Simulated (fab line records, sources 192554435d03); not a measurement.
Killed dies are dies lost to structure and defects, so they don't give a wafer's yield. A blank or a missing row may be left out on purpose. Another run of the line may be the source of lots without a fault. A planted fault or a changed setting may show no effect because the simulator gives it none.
Lot-split experiment | flow n5 finfet | 21 wafers read across 7 lots, on a route 1938 steps long

== ON THE SPLIT ==
At N5_PMOS_HMC_CHANNEL_EPI_COAT_03 (resist thk 205 nm), the setting spin rpm was moved away from the recipe's 1500 rpm on 5 of the 21 wafers read, by -10.3% to +8.4%. The other wafers ran this setting at the recipe's value.

== FROM THE SPLIT TO THE READING: what the file shows between them, 2 steps ==
- N5_PMOS_HMC_CHANNEL_EPI_DEVELOP_08: develop time 30 s (also split here: develop time s)
- N5_PMOS_HMC_CHANNEL_EPI_DESCUM_14: chemistry O2, time 7.9 s

== THE READING ==
CAR-ArF-block_of_PMOS_HMC_CHANNEL_EPI_COAT_03.thk nm (the simulator's own value, which no gauge read), in nm, at N5_PMOS_HMC_CHANNEL_EPI_ETCH_32 (etches BARC in N2/H2, stops on SiO2, target depth 85.8 nm, time 50.3 s). There is no usual value for it anywhere in the file. The 16 wafers here that ran the recipe average 132.8 nm, standard deviation 1.7 nm.

wafer  | tool, chamber at the split | spin rpm as run, rpm | against the recipe | CAR-ArF-block_of_PMOS_HMC_CHANNEL_EPI_COAT_03.thk nm, nm | against lot-mates on the recipe
L084.3 | litho track-03, 0          | 1420                 | -5.3%              | 138.1                                                    | +5.7
L084.4 | litho track-03, 0          | 1500                 | recipe             | 132.4                                                    | -
L084.5 | litho track-03, 0          | 1420                 | -5.3%              | 136.9                                                    | +4.5
L085.1 | litho track-04, 0          | 1500                 | recipe             | 130.2                                                    | -
L085.2 | litho track-04, 0          | 1500                 | recipe             | 132.2                                                    | -
L085.3 | litho track-04, 0          | 1345                 | -10.3%             | 145.6                                                    | +14.4
L086.3 | litho track-03, 0          | 1500                 | recipe             | 131.8                                                    | -
L086.4 | litho track-03, 0          | 1500                 | recipe             | 134.2                                                    | -
L086.5 | litho track-03, 0          | 1500                 | recipe             | 132                                                      | -
L089.1 | litho track-02, 0          | 1626                 | +8.4%              | 126                                                      | -5.8
L089.5 | litho track-02, 0          | 1626                 | +8.4%              | 126.4                                                    | -5.4
L089.6 | litho track-02, 0          | 1500                 | recipe             | 131.8                                                    | -
L090.2 | litho track-04, 0          | 1500                 | recipe             | 136.4                                                    | -
L090.4 | litho track-04, 0          | 1500                 | recipe             | 133                                                      | -
L090.5 | litho track-04, 0          | 1500                 | recipe             | 134.2                                                    | -
L096.1 | litho track-04, 0          | 1500                 | recipe             | 134.5                                                    | -
L096.6 | litho track-04, 0          | 1500                 | recipe             | 134.5                                                    | -
L096.2 | litho track-04, 0          | 1500                 | recipe             | 130.3                                                    | -
L097.2 | litho track-02, 0          | 1500                 | recipe             | 134.7                                                    | -
L097.4 | litho track-02, 0          | 1500                 | recipe             | 131.6                                                    | -
L097.5 | litho track-02, 0          | 1500                 | recipe             | 131.3                                                    | -

THE FIT
A straight line over all 21 wafers: CAR-ArF-block_of_PMOS_HMC_CHANNEL_EPI_COAT_03.thk nm changes by -0.959 nm for each +1% of spin rpm; r = -0.91; the points scatter about the line by 1.8 nm.
The same after taking each lot's own level away (the mean of its wafers on the recipe; 21 wafers): -0.969 nm for each +1%; r = -0.91; scatter 1.8 nm.
On that fit, the largest move of spin rpm shifts the reading by 10 nm.
The lots' own levels span 131.20 to 134.53 nm, that is 2.0 times the standard deviation above.
The two slopes agree, so the slope changes little with the lot-to-lot level.
Check: +7.99 nm against its lot-mates is what the line predicts for one of the wafers moved furthest among these (-10.3%) when that wafer is left out of the fit. It came out at +14.4 nm against them.

== THESE WAFERS: OTHER SPLITS ==
These wafers also went through other splits before the reading. Each is held against what the fit with the lots' levels taken away leaves over:
other split on the same wafers                    | wafers away from the commonest value | r with CAR-ArF-block_of_PMOS_HMC_CHANNEL_EPI_COAT_03.thk nm (lot level and that fit taken away)
N5_PMOS_HMC_CHANNEL_EPI_DEVELOP_08 develop time s | 9                                    | +0.00

== THE WHOLE CHAIN: every reading that the file lists as answering this split, in the file's order ==
step                            | what it does                                                           | reading                                                                                               | change (the file's fit)              | r (the file's)
N5_PMOS_HMC_CHANNEL_EPI_COAT_03 | resist thk 205 nm                                                      | CAR-ArF-block_of_PMOS_HMC_CHANNEL_EPI_COAT_03.thk nm (the simulator's own value, which no gauge read) | -1.04 nm for each +1% of the setting | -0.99
N5_PMOS_HMC_CHANNEL_EPI_ETCH_32 | etches BARC in N2/H2, stops on SiO2, target depth 85.8 nm, time 50.3 s | CAR-ArF-block_of_PMOS_HMC_CHANNEL_EPI_COAT_03.thk nm (the simulator's own value, which no gauge read) | -1.08 nm for each +1% of the setting | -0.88

== THE FILE'S OWN FIT ==
CAR-ArF-block_of_PMOS_HMC_CHANNEL_EPI_COAT_03.thk nm changes by -1.08 nm for each +1% of spin rpm, r = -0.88.
